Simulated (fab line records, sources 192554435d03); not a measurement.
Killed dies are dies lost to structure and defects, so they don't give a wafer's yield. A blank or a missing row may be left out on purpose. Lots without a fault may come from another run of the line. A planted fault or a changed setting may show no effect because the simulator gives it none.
Chamber matching | flow n5_finfet | N5_BEOL_M0_SAQP_PECVD_96 on pecvd-04: 3 sister chambers
The step deposits a-Si from SiH4/He, target thk 45 nm, time 45.2 s. 14 wafers are shown with their chamber, then 7 later ones without.

WAFERS WITH THEIR CHAMBER
wafer  | chamber | showerhead_plenum_p_Torr (Torr) | throttle_valve_pct (%) | heater_power_w (W)
L082.2 | 1       | 5.64                            | 17.4                   | 753
L082.4 | 0       | 5.68                            | 18.3                   | 676
L082.5 | 2       | 5.59                            | 17.8                   | 822
L085.2 | 1       | 5.64                            | 17.5                   | 739
L085.4 | 2       | 5.58                            | 17.6                   | 731
L085.5 | 0       | 5.68                            | 18.1                   | 712
L087.2 | 2       | 5.59                            | 17.6                   | 782
L087.3 | 1       | 5.64                            | 17.2                   | 699
L087.5 | 2       | 5.58                            | 17.6                   | 779
L088.1 | 2       | 5.58                            | 17.6                   | 770
L088.4 | 1       | 5.63                            | 17.5                   | 749
L088.5 | 0       | 5.68                            | 18.5                   | 681
L089.2 | 2       | 5.58                            | 18.0                   | 748
L089.3 | 0       | 5.69                            | 18.5                   | 705

SIGNATURES (means of the wafers above)
reading                  | chamber 0 | chamber 1 | chamber 2 | scatter within a chamber
showerhead_plenum_p_Torr | 5.6825    | 5.6375    | 5.5833    | 0.00508
throttle_valve_pct       | 18.350    | 17.400    | 17.700    | 0.168
heater_power_w           | 693.50    | 735.00    | 772.00    | 26.4
Rule: a wafer's distance from a chamber is the root of the sum, over the readings, of the square of ((its reading less the chamber's mean) divided by the reading's scatter). The wafer belongs to the nearest chamber; if the next one is less than 2 further off, it can't be placed. The scatter: the root of (the sum of the squares of (reading less its chamber's mean) over the shown wafers, divided by (wafers less chambers)).

WAFERS WITHOUT THEIR CHAMBER
wafer  | showerhead_plenum_p_Torr (Torr) | throttle_valve_pct (%) | heater_power_w (W)
L089.6 | 5.65                            | 17.6                   | 736
L094.1 | 5.64                            | 17.6                   | 744
L094.4 | 5.69                            | 18.3                   | 694
L094.5 | 5.59                            | 17.8                   | 761
L095.2 | 5.63                            | 17.5                   | 740
L095.4 | 5.64                            | 17.7                   | 754
L095.6 | 5.58                            | 17.8                   | 808

WHICH CHAMBER EACH WENT THROUGH
wafer  | from the rows above | in truth
L089.6 | 1                   | 1
L094.1 | 1                   | 1
L094.4 | 0                   | 0
L094.5 | 2                   | 2
L095.2 | 1                   | 1
L095.4 | 1                   | 1
L095.6 | 2                   | 2
Placed correctly: 7 of 7. Can't be placed from these rows: 0. Placed wrongly: 0.
